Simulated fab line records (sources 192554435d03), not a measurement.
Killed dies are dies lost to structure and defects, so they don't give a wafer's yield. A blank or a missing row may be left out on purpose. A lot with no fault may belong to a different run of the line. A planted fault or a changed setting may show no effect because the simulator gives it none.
fab line records -- flow n5-finfet
record: lots: 8, wafers: 23, last-day: 16
route steps=1938 shown BEOL_M4@1111 BEOL_M7@1277 PASSIVATION@1936
lots with no fault: from the same line, run without faults
start-h: start of the lot's first displayed wafer, in hours after the record's first day -- wait-h: how many hours have passed since the lot's step before this one -- " as in the row above -- L1.1+2: one row covering several wafers at once -- - no value, or no start was given -- * or withheld: withheld -- < > ~ a bound
route shown NAME@n: a module of which the file shows steps, and the number in the route of the first -- usual: mean/standard deviation of fault-free wafers -- same: alike in all rows -- chamber/n: place in a boat -- sites: each site's reading -- _std_site: standard deviation of those values -- _edge_site: mean of outer sites minus mean of inner sites -- radius-mm: how far each site lies from the wafer's centre -- mask NAME#n: copy n -- behind: the tool/chamber that last shaped the wafer -- hold: why the lot went on hold/how many hours it stayed there/how the hold came to an end -- device: the transistor (n, p or np) that didn't switch -- end of line: the route-end tests of the same wafers -- a step without rows: its recipe alone -- killed: count of dies lost to structure and defects at first sort (not the wafer's yield) -- map: dies across one wafer; x = killed, . = not, _ = none there
set.NAME: the setting as run; set.NAME@STEP: as run at that earlier step -- model.NAME: the simulator's own value behind a step, which no gauge read
a sample of lots followed through the steps of the route, with each step as a table and each wafer as a row
services: when a tool's chamber went out of use (start-h, in hours from the record's first day, below 0 if earlier), for how many hours, and the reason
== steps ==
step: N5_BEOL_M4_RC_MEAS_101
usual: DIBL_N: 35.9/1.6, DIBL_P: 35.6/2.1, IOFF_N: 0.149/0.029, IOFF_P: 0.20/0.033, ION_N: 671/11, ION_P: 460/7.3, SS_N: 71.4/0.62, SS_P: 73.2/0.65, VT_N: 251/3.1, VT_P: -251/3.4
lot.wafer,tool,chamber,start-h,wait-h,DIBL_N[mV/V],DIBL_P[mV/V],IOFF_N[nA/um],IOFF_P[nA/um],ION_N[uA/um],ION_P[uA/um],SS_N[mV/dec],SS_P[mV/dec],VT_N[mV],VT_P[mV]
L274.3,prober-02,0,165.61,0.3,35.4,33.8,0.133,0.15,662,445,70.8,72.5,251,-258
L274.5,prober-02,0,165.61,0.3,34.5,34.4,0.124,0.15,656,451,70.5,72.7,254,-256
L274.6,prober-02,0,165.61,0.3,34.0,34.4,0.116,0.16,655,453,69.8,72.6,254,-257
L276.3,prober-01,0,180.00,0.3,34.8,36.8,0.153,0.19,687,462,71.7,73.5,252,-255
L276.4,prober-01,0,180.00,0.3,35.9,38.6,0.169,0.20,676,455,72.1,73.4,252,-253
L276.6,prober-01,0,180.00,0.3,33.8,35.6,0.124,0.17,654,454,71.4,72.9,260,-256
L277.2,prober-02,0,182.65,0.2,35.5,36.8,0.138,0.18,668,454,71.2,73.5,251,-256
L277.5,prober-02,0,182.65,0.2,34.7,35.0,0.136,0.16,668,452,71.5,72.3,253,-256
L278.1,prober-02,0,192.97,0.0,34.9,35.5,0.133,0.19,665,451,71.9,72.9,252,-251
L278.3,prober-02,0,192.97,0.0,32.3,33.0,0.114,0.16,669,456,70.5,73.0,254,-253
L278.6,prober-02,0,192.97,0.0,33.7,34.1,0.122,0.18,667,464,70.7,72.4,252,-254
L289.1,prober-01,0,257.33,0.0,37.1,35.7,0.152,0.18,673,462,71.7,73.0,252,-253
L289.5,prober-01,0,257.33,0.0,37.1,36.3,0.158,0.19,670,464,72.0,73.3,250,-253
L289.6,prober-01,0,257.33,0.0,37.4,37.6,0.155,0.20,677,460,72.0,73.9,251,-250
L293.2,prober-02,0,281.01,0.2,35.2,34.6,0.132,0.20,664,459,71.1,73.1,252,-249
L293.4,prober-02,0,281.01,0.2,34.2,32.9,0.123,0.18,653,455,71.3,72.2,254,-251
L293.5,prober-02,0,281.01,0.2,35.3,34.5,0.137,0.19,656,454,71.7,72.8,253,-250
L294.1,prober-01,0,283.36,0.0,35.7,34.9,0.132,0.20,672,465,72.0,73.4,254,-250
L294.2,prober-01,0,283.36,0.0,33.7,32.6,0.110,0.17,651,454,70.9,72.2,254,-249
L294.3,prober-01,0,283.36,0.0,36.3,35.9,0.150,0.21,664,453,71.7,73.2,252,-248
L295.2,prober-02,0,288.99,0.2,36.6,35.6,0.183,0.23,677,466,72.1,73.3,245,-249
L295.3,prober-02,0,288.99,0.2,35.3,35.2,0.175,0.23,686,469,71.3,73.8,245,-248
L295.5,prober-02,0,288.99,0.2,35.5,34.1,0.161,0.20,670,457,72.1,73.5,248,-251
step: N5_BEOL_M7_OVL_MEAS_12
recipe: points-per-wafer: 44
usual: M7_OVL: -0.5/0.61
same: points-per-wafer: 44
lot.wafer,tool,chamber,start-h,wait-h,M7_OVL[nm]
L274.3,overlay-01,0,186.51,0.0,-0.6
L274.5,overlay-01,0,186.51,0.0,-0.7
L274.6,overlay-01,0,186.51,0.0,-0.5
L276.3,overlay-01,0,201.58,0.0,-0.8
L276.4,overlay-01,0,201.58,0.0,-0.6
L276.6,overlay-01,0,201.58,0.0,-0.5
L277.2,overlay-01,0,205.45,0.0,-0.7
L277.5,overlay-01,0,205.45,0.0,0.6
L278.1,overlay-01,0,213.52,0.0,0.0
L278.3,overlay-01,0,213.52,0.0,-0.9
L278.6,overlay-01,0,213.52,0.0,0.0
L289.1,overlay-01,0,283.18,0.0,-0.2
L289.5,overlay-01,0,283.18,0.0,-1.8
L289.6,overlay-01,0,283.18,0.0,-1.5
L293.2,overlay-02,0,304.66,0.0,-1.1
L293.4,overlay-02,0,304.66,0.0,-1.0
L293.5,overlay-02,0,304.66,0.0,-0.4
L294.1,overlay-01,0,308.13,0.0,-1.3
L294.2,overlay-01,0,308.13,0.0,-0.1
L294.3,overlay-01,0,308.13,0.0,-0.4
L295.2,overlay-01,0,311.61,0.0,0.0
L295.3,overlay-01,0,311.61,0.0,0.1
L295.5,overlay-01,0,311.61,0.0,0.0
step: N5_BEOL_M7_ETCH_66
recipe: chemistry: N2/H2, target: SOC, target-depth-a: 800, overetch-a: 160, mask-material: SiARC, temp-c: 40, time-s: 120, ion-energy-ev: 200, pressure-mtorr: 30, source-w: 840, bias-w: 150, n2-flow-sccm: 200, h2-flow-sccm: 200
usual: bias-w: 150.0/0.47, chamber-pressure-mTorr: 29.998/0.027, drypump-motor-current-A: 5.7/0.4, oes-product-au: 0.58/0.067, rf-vpp-V: 523.6/2.3, showerhead-plenum-p-Torr: 2.53/0.079, temp-c: 40.00/0.12, throttle-valve-pct: 17.88/0.25
lot.wafer,tool,chamber,start-h,wait-h,bias-w,chamber-pressure-mTorr,drypump-motor-current-A,oes-product-au,rf-hours-counter-h,rf-vpp-V,showerhead-plenum-p-Torr,temp-c,throttle-valve-pct
L274.3,rie-diel-01,3,187.79,0.0,149.9,30.000,5.8,0.57,178,521.4,2.44,39.92,17.80
L274.5,rie-diel-01,2,187.79,0.0,150.5,30.008,6.3,0.57,-,523.6,2.54,39.93,18.01
L274.6,rie-diel-01,3,187.79,0.0,149.5,29.984,5.8,0.57,-,520.3,2.44,39.97,17.79
L276.3,rie-diel-01,2,204.24,0.1,150.4,30.033,6.3,0.57,-,524.7,2.54,39.92,18.03
L276.4,rie-diel-01,3,204.24,0.1,149.9,30.049,5.8,0.55,-,519.8,2.43,40.00,17.81
L276.6,rie-diel-01,2,204.24,0.1,150.0,30.022,6.3,0.56,-,524.6,2.54,40.21,18.02
L277.2,rie-diel-04,0,207.81,0.0,149.5,30.044,4.7,0.53,211,520.7,2.42,40.15,18.18
L277.5,rie-diel-04,2,207.81,0.0,149.8,29.975,5.7,0.55,-,526.4,2.63,39.77,17.52
L278.1,rie-diel-01,3,217.11,0.0,150.2,30.008,5.8,0.55,190,520.1,2.43,40.21,17.84
L278.3,rie-diel-01,2,217.11,0.0,150.2,29.934,6.3,0.56,177,523.3,2.54,40.02,18.03
L278.6,rie-diel-01,2,217.11,0.0,149.8,29.961,6.3,0.56,-,523.0,2.53,39.96,18.02
L289.1,rie-diel-03,1,284.68,0.0,150.4,30.035,5.8,0.55,214,522.4,2.51,40.17,18.02
L289.5,rie-diel-03,0,284.68,0.0,149.7,30.002,5.7,0.54,-,526.9,2.65,39.99,18.17
L289.6,rie-diel-03,1,284.68,0.0,150.2,30.040,5.8,0.55,-,523.3,2.51,40.00,18.02
L293.2,rie-diel-01,2,305.70,0.0,-,-,-,-,-,-,-,-,-
L293.4,rie-diel-01,3,305.70,0.0,-,-,-,-,-,-,-,-,-
L293.5,rie-diel-01,3,305.70,0.0,-,-,-,-,-,-,-,-,-
L294.1,rie-diel-03,1,310.54,0.0,-,-,-,-,-,-,-,-,-
L294.2,rie-diel-03,0,310.54,0.0,-,-,-,-,-,-,-,-,-
L294.3,rie-diel-03,3,310.54,0.0,-,-,-,-,-,-,-,-,-
L295.2,rie-diel-04,0,315.00,0.0,-,-,-,-,-,-,-,-,-
L295.3,rie-diel-04,1,315.00,0.0,-,-,-,-,-,-,-,-,-
L295.5,rie-diel-04,3,315.00,0.0,-,-,-,-,-,-,-,-,-
step: N5_BEOL_M7_VIA_ETCH_34
recipe: chemistry: C4F6/O2, target: SiCOH_lowk, target-depth-a: 1255, mask-material: SOC, taper-deg: 4, time-s: 50.5, ion-energy-ev: 250, pressure-mtorr: 30, source-w: 345, bias-w: 185, Ar_flow_sccm: 300, C4F6_flow_sccm: 10, O2_flow_sccm: 10
usual: C4F6_flow_sccm: 9.997/0.026, O2_flow_sccm: 10.000/0.027, drypump-motor-current-A: 5.7/0.4, mfc-ar-sccm: 300.0/0.95, oes_ar_750_au: 0.76/0.092, oes_f_703_au: 0.77/0.096, oes-product-au: 0.76/0.097, rf-vpp-V: 661/10, showerhead-plenum-p-Torr: 2.84/0.083, throttle-valve-pct: 20.98/0.25
lot.wafer,tool,chamber,start-h,wait-h,C4F6_flow_sccm,O2_flow_sccm,drypump-motor-current-A,mfc-ar-sccm,oes_ar_750_au,oes_f_703_au,oes-product-au,rf-hours-counter-h,rf-vpp-V,showerhead-plenum-p-Torr,throttle-valve-pct
L274.3,rie-diel-01,3,187.89,0.0,9.972,10.035,5.8,299.3,0.72,0.72,0.72,178,663,2.73,20.81
L274.5,rie-diel-01,2,187.89,0.0,9.996,10.002,6.3,299.6,0.75,0.77,0.73,-,649,2.83,20.99
L274.6,rie-diel-01,3,187.89,0.0,9.960,10.018,5.8,301.7,0.72,0.72,0.72,-,663,2.73,20.81
L276.3,rie-diel-01,2,204.37,0.0,9.964,9.950,6.3,300.1,0.75,0.76,0.72,-,648,2.83,21.01
L276.4,rie-diel-01,3,204.37,0.0,10.029,9.949,5.8,300.6,0.72,0.71,0.72,-,664,2.72,20.82
L276.6,rie-diel-01,2,204.37,0.0,10.045,9.994,6.3,300.5,0.74,0.76,0.73,-,648,2.83,21.00
L277.2,rie-diel-04,0,207.91,0.0,9.997,10.018,4.7,299.7,0.69,0.70,0.69,211,672,2.72,21.14
L277.5,rie-diel-04,2,207.91,0.0,9.950,10.030,5.7,300.1,0.71,0.71,0.71,-,662,2.93,20.54
L278.1,rie-diel-01,3,217.21,0.0,10.003,9.978,5.8,301.5,0.71,0.71,0.71,190,663,2.72,20.82
L278.3,rie-diel-01,2,217.21,0.0,10.016,10.055,6.3,300.2,0.74,0.76,0.72,177,649,2.83,21.01
L278.6,rie-diel-01,2,217.21,0.0,10.020,10.054,6.3,300.9,0.74,0.76,0.72,-,648,2.83,21.01
L289.1,rie-diel-03,1,284.78,0.0,10.038,10.020,5.8,300.6,0.71,0.72,0.72,214,665,2.84,21.19
L289.5,rie-diel-03,0,284.78,0.0,9.985,9.986,5.7,299.2,0.69,0.68,0.71,-,667,2.95,21.20
L289.6,rie-diel-03,1,284.78,0.0,9.989,10.002,5.7,299.5,0.72,0.72,0.72,-,666,2.84,21.21
L293.2,rie-diel-01,2,305.80,0.0,9.989,9.992,6.3,301.2,0.72,0.74,0.26,206,649,2.82,20.89
L293.4,rie-diel-01,3,305.80,0.0,9.975,9.977,5.8,300.5,0.70,0.70,0.27,218,664,2.71,20.73
L293.5,rie-diel-01,3,305.80,0.0,10.002,9.944,5.8,301.4,0.70,0.69,0.26,-,663,2.71,20.74
L294.1,rie-diel-03,1,310.64,0.0,10.015,10.020,5.8,299.2,0.71,0.71,0.26,223,666,2.84,21.04
L294.2,rie-diel-03,0,310.64,0.0,9.959,10.019,5.7,300.6,0.69,0.68,0.26,187,665,2.94,21.08
L294.3,rie-diel-03,3,310.64,0.0,9.990,10.045,5.3,300.3,0.73,0.73,0.27,220,664,2.95,21.10
L295.2,rie-diel-04,0,315.10,0.0,10.057,9.977,4.7,298.7,0.66,0.67,0.25,243,671,2.70,21.03
L295.3,rie-diel-04,1,315.10,0.0,9.989,9.999,6.1,300.3,0.89,0.88,0.33,44,674,2.81,20.72
L295.5,rie-diel-04,3,315.10,0.0,9.933,10.003,5.9,301.8,1.00,1.01,0.36,-,671,2.80,20.90
step: N5_BEOL_M7_STRIP_36
recipe: chemistry: N2/H2, power-w: 450, temp-c: 40, pressure-mtorr: 20, rf-frequency-hz: 6e+07, overash-fraction: 0.3, bias-power-w: 7, h2-frac: 0.5, n2-flow-sccm: 200, h2-flow-sccm: 200
usual: drypump-motor-current-A: 5.7/0.4, oes-product-au: 0.76/0.098, rf-vpp-V: 59.4/1.6, showerhead-plenum-p-Torr: 2.53/0.079, temp-c: 40.03/0.13, throttle-valve-pct: 23.68/0.29
same: overash-fraction: 0.3
lot.wafer,tool,chamber,start-h,wait-h,drypump-motor-current-A,oes-product-au,rf-hours-counter-h,rf-vpp-V,showerhead-plenum-p-Torr,temp-c,throttle-valve-pct
L274.3,rie-diel-01,3,187.94,0.0,5.8,0.73,178,58.7,2.43,40.20,23.56
L274.5,rie-diel-01,2,187.94,0.0,6.3,0.71,-,58.8,2.54,40.11,23.85
L274.6,rie-diel-01,3,187.94,0.0,5.8,0.73,-,57.4,2.43,40.11,23.59
L276.3,rie-diel-01,2,204.45,0.0,6.3,0.71,-,61.2,2.53,39.96,23.83
L276.4,rie-diel-01,3,204.45,0.0,5.8,0.73,-,61.4,2.43,39.89,23.53
L276.6,rie-diel-01,2,204.45,0.0,6.3,0.72,-,59.5,2.53,39.82,23.84
L277.2,rie-diel-04,0,207.97,0.0,4.7,0.69,211,59.0,2.41,40.03,24.21
L277.5,rie-diel-04,2,207.97,0.0,5.8,0.72,-,58.2,2.63,40.08,23.24
L278.1,rie-diel-01,3,217.26,0.0,5.8,0.72,190,58.3,2.43,40.03,23.60
L278.3,rie-diel-01,2,217.26,0.0,6.3,0.72,177,56.8,2.53,40.28,23.85
L278.6,rie-diel-01,2,217.26,0.0,6.3,0.71,-,59.3,2.53,40.10,23.85
L289.1,rie-diel-03,1,284.83,0.0,5.7,0.72,214,58.4,2.51,39.88,23.97
L289.5,rie-diel-03,0,284.83,0.0,5.6,0.70,-,59.8,2.65,40.05,23.95
L289.6,rie-diel-03,1,284.83,0.0,5.8,0.71,-,58.8,2.51,40.04,23.95
L293.2,rie-diel-01,2,305.85,0.0,6.3,0.70,206,60.1,2.52,40.04,23.89
L293.4,rie-diel-01,3,305.85,0.0,5.8,0.70,218,58.6,2.41,40.18,23.63
L293.5,rie-diel-01,3,305.85,0.0,5.8,0.71,-,59.3,2.41,40.11,23.64
L294.1,rie-diel-03,1,310.69,0.0,5.8,0.71,223,60.4,2.50,40.04,23.97
L294.2,rie-diel-03,0,310.69,0.0,5.7,0.70,187,61.0,2.65,40.00,23.97
L294.3,rie-diel-03,3,310.69,0.0,5.2,0.71,220,60.0,2.61,40.04,23.39
L295.2,rie-diel-04,0,315.15,0.0,4.7,0.66,243,59.7,2.40,40.10,24.27
L295.3,rie-diel-04,1,315.15,0.0,6.1,0.87,44,59.4,2.48,39.79,23.40
L295.5,rie-diel-04,3,315.15,0.0,5.9,1.02,-,58.7,2.49,39.94,23.73
step: N5_BEOL_M7_TRENCH_ETCH_37
recipe: chemistry: C4F6/O2, target-depth-a: 934.78, target: SiCOH_lowk, time-s: 31.2, ion-energy-ev: 250, pressure-mtorr: 30, source-w: 345, bias-w: 185, Ar_flow_sccm: 300, C4F6_flow_sccm: 10, O2_flow_sccm: 10
usual: C4F6_flow_sccm: 10.003/0.029, O2_flow_sccm: 9.997/0.028, drypump-motor-current-A: 5.7/0.39, mfc-ar-sccm: 299.9/0.82, oes_ar_750_au: 0.76/0.091, oes_f_703_au: 0.77/0.096, oes-product-au: 0.76/0.096, rf-vpp-V: 661/10, showerhead-plenum-p-Torr: 2.84/0.083, throttle-valve-pct: 21.01/0.24
lot.wafer,tool,chamber,start-h,wait-h,C4F6_flow_sccm,O2_flow_sccm,drypump-motor-current-A,mfc-ar-sccm,oes_ar_750_au,oes_f_703_au,oes-product-au,rf-hours-counter-h,rf-vpp-V,showerhead-plenum-p-Torr,throttle-valve-pct
L274.3,rie-diel-01,3,-,-,10.000,9.982,5.8,300.4,0.72,0.72,0.72,178,662,2.72,20.86
L274.5,rie-diel-01,2,-,-,10.038,9.966,6.2,298.8,0.75,0.76,0.72,-,647,2.83,21.01
L274.6,rie-diel-01,3,-,-,10.057,9.999,5.8,299.5,0.73,0.72,0.73,-,665,2.73,20.86
L276.3,rie-diel-01,2,-,-,10.034,9.969,6.2,299.4,0.74,0.76,0.73,-,648,2.83,21.02
L276.4,rie-diel-01,3,-,-,9.986,10.065,5.7,299.7,0.72,0.72,0.72,-,664,2.72,20.86
L276.6,rie-diel-01,2,-,-,10.010,9.973,6.3,300.1,0.74,0.76,0.73,-,649,2.83,21.03
L277.2,rie-diel-04,0,-,-,10.012,9.973,4.7,298.5,0.69,0.70,0.69,211,671,2.72,21.18
L277.5,rie-diel-04,2,-,-,10.047,9.994,5.7,299.7,0.71,0.71,0.71,-,662,2.93,20.56
L278.1,rie-diel-01,3,-,-,9.990,10.002,5.8,300.0,0.72,0.71,0.71,190,664,2.72,20.88
L278.3,rie-diel-01,2,-,-,9.959,9.984,6.2,299.1,0.74,0.76,0.72,177,647,2.83,21.04
L278.6,rie-diel-01,2,-,-,9.971,9.986,6.2,300.0,0.74,0.76,0.72,-,648,2.83,21.04
L289.1,rie-diel-03,1,-,-,9.998,10.042,5.8,299.2,0.72,0.71,0.72,214,664,2.84,21.23
L289.5,rie-diel-03,0,-,-,10.003,10.019,5.7,299.1,0.70,0.68,0.70,-,667,2.95,21.24
L289.6,rie-diel-03,1,-,-,9.970,10.008,5.7,300.5,0.72,0.71,0.72,-,666,2.84,21.23
L293.2,rie-diel-01,2,-,-,9.979,10.017,6.3,300.4,0.72,0.74,0.69,206,648,2.82,21.08
L293.4,rie-diel-01,3,-,-,10.023,10.055,5.8,300.6,0.71,0.69,0.70,218,663,2.71,20.92
L293.5,rie-diel-01,3,-,-,9.994,10.011,5.8,301.1,0.70,0.69,0.69,-,661,2.71,20.91
L294.1,rie-diel-03,1,-,-,10.029,10.044,5.7,299.8,0.71,0.71,0.70,223,665,2.84,21.24
L294.2,rie-diel-03,0,-,-,9.984,10.016,5.7,299.4,0.69,0.68,0.70,187,665,2.94,21.27
L294.3,rie-diel-03,3,-,-,9.988,10.000,5.3,301.1,0.72,0.73,0.71,220,665,2.95,21.28
L295.2,rie-diel-04,0,-,-,9.996,10.008,4.7,299.2,0.67,0.67,0.66,243,669,2.70,21.22
L295.3,rie-diel-04,1,-,-,10.023,10.003,6.1,301.4,0.88,0.88,0.89,44,674,2.81,20.92
L295.5,rie-diel-04,3,-,-,9.973,10.026,5.9,299.7,1.00,1.01,0.99,-,671,2.80,21.09
step: N5_PASSIVATION_PROBE_49
usual: defect-limited-yield: 90.9/1.5, killed_at_M0_to_M3: 36/9.9, killed_at_M4_up: 13/4.5, killed-at-contacts: 13/6.4, killed-at-front-end: 42/12, killed-at-other: 3.4/3, killed-dies: 107/18, killed-on-rim: 14/4.3, killed-open: 69/13, killed-short: 35/8.2, sort_bin_5_function: 5.3/1.1, sort_bin_6_memory: 3.4/0.69, sort-n-pass: 1073/18, sort-yield-pct: 90.9/1.5
same: gross-dies: 1180, killed-at-back-side: 0, sort_bin_4_leakage[%]: 0, sort_bin_8_speed[%]: 0
lot.wafer,tool,chamber,start-h,wait-h,defect-limited-yield[%],killed_at_M0_to_M3,killed_at_M4_up,killed-at-contacts,killed-at-front-end,killed-at-other,killed-dies,killed-on-rim,killed-open,killed-short,sort_bin_5_function[%],sort_bin_6_memory[%],sort-n-pass,sort-yield-pct[%]
L293.2,prober-01,-,376.86,0.8,0,31,1086,14,46,3,1180,152,73,28,95.9,3.8,0,0
L293.4,prober-01,-,376.96,0.9,0,31,1086,6,53,4,1180,152,66,41,95.8,3.6,0,0
L293.5,prober-01,-,377.01,1.0,0,39,1050,18,72,1,1180,152,102,41,95.5,4.0,0,0
L295.2,prober-01,-,391.68,0.1,0,31,1098,12,38,1,1180,152,62,33,96.9,2.8,0,0
L295.3,prober-01,-,391.73,0.1,0,37,1090,9,39,5,1180,152,73,35,96.3,3.5,0,0
L295.5,prober-01,-,391.83,0.2,0,40,1085,15,37,3,1180,152,71,35,95.4,4.2,0,0
killed by level:class
L293.2 BEOL_M7:area-etch=1076 BEOL_M1:geometric-particle:open=15 FIN_SAQP:geometric-particle:open=14 MOL_CONTACT_COAG:geometric-particle:open=11 FIN_SAQP:geometric-particle:short=8 STI_FIN_REVEAL:geometric-particle:open=8 GATE_CUT:geometric-particle:short=6 BEOL_M2:geometric-particle:open=6
L293.4 BEOL_M7:area-etch=1072 FIN_SAQP:geometric-particle:short=13 FIN_SAQP:geometric-particle:open=9 STI_FIN_REVEAL:geometric-particle:open=9 BEOL_M4:geometric-particle:open=9 BEOL_M1:geometric-particle:open=7 GATE_CUT:geometric-particle:short=6 MOL_CONTACT_COAG:geometric-particle:open=6
L293.5 BEOL_M7:area-etch=1036 STI_FIN_REVEAL:geometric-particle:open=24 FIN_SAQP:geometric-particle:short=14 FIN_SAQP:geometric-particle:open=13 MOL_CONTACT_COAG:geometric-particle:open=13 BEOL_M3:geometric-particle:open=10 BEOL_M1:geometric-particle:open=9 GATE_CUT:geometric-particle:open=7
L295.2 BEOL_M7:area-etch=1083 FIN_SAQP:geometric-particle:open=15 FIN_SAQP:geometric-particle:short=11 MOL_CONTACT_COAG:geometric-particle:open=9 BEOL_M3:geometric-particle:open=8 BEOL_M2:geometric-particle:open=6 BEOL_M4:geometric-particle:open=6 BEOL_M0_SAQP:geometric-particle:open=5
L295.3 BEOL_M7:area-etch=1071 BEOL_M4:geometric-particle:open=14 FIN_SAQP:geometric-particle:short=10 FIN_SAQP:geometric-particle:open=9 BEOL_M0_SAQP:geometric-particle:open=9 MOL_CONTACT_COAG:geometric-particle:open=8 DUMMY_GATE:geometric-particle:open=7 BEOL_M0_SAQP:geometric-particle:short=7
L295.5 BEOL_M7:area-etch=1072 MOL_CONTACT_COAG:geometric-particle:open=12 BEOL_M1:geometric-particle:open=9 FIN_SAQP:geometric-particle:short=8 BEOL_M4:geometric-particle:open=8 BEOL_M0_SAQP:geometric-particle:open=8 BEOL_M0_SAQP:geometric-particle:short=7 FIN_SAQP:geometric-particle:open=6
== services ==
tool,chamber,start-h,hours,kind
rie-diel-01,0,188.11,-,clean
rie-diel-01,0,188.11,-,consumable-replace:focus-ring
rie-diel-01,0,188.11,20.4,scheduled-down
rie-diel-01,0,188.11,20.4,vent-cycle
rie-diel-01,1,203.57,15.6,repair
rie-diel-04,0,241.77,2.9,repair
rie-diel-03,3,243.02,4.6,repair
rie-diel-04,3,266.66,7.7,repair
rie-diel-04,3,288.44,-,clean
rie-diel-04,3,288.44,-,consumable-replace:focus-ring
rie-diel-04,3,288.44,14.5,scheduled-down
rie-diel-04,3,288.44,14.5,vent-cycle
rie-diel-03,2,305.25,9.0,repair
rie-diel-01,3,312.30,7.9,repair
rie-diel-01,0,314.42,5.3,repair
== key ==
first-sign: step: N5_BEOL_M7_ETCH_66, reading: tool-record, direction: missing
effect: step: N5_BEOL_M7_VIA_ETCH_34, reading: oes-product-au, direction: down, sigmas: 4.9, usual: 0.76, struck: 0.28
effect: step: N5_PASSIVATION_PROBE_49, reading: killed_at_M4_up, direction: up, sigmas: 99+, usual: 13, struck: 1082
more-kills-born-at: N5_BEOL_M7_ETCH_66@rie-diel-04: 3226, N5_BEOL_M7_ETCH_66@rie-diel-01: 3184
met-at N5_BEOL_M7_ETCH_66
struck-lots L293,L294,L295
rows-end L294.1,L294.2,L294.3
later-rows-left-out L293.2,L293.4,L293.5,L295.2,L295.3,L295.5
not-acting-at N5_BEOL_M7_OVL_MEAS_12,N5_BEOL_M7_STRIP_36,N5_BEOL_M7_TRENCH_ETCH_37
onset-between 284.68 305.70
fault: kind: skipped-step-whole, tool: rie-diel-01,rie-diel-03,rie-diel-04, chamber: -, onset-h: 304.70, steps: N5_BEOL_M7_ETCH_66, scope: struck-lots-only
later-rows-left-out: the simulator's readings of these wafers behind a module that went badly wrong aren't trusted and aren't shown, but for the sort
rows-end: these wafers met a further fault down the route, and their rows from its step on are left out
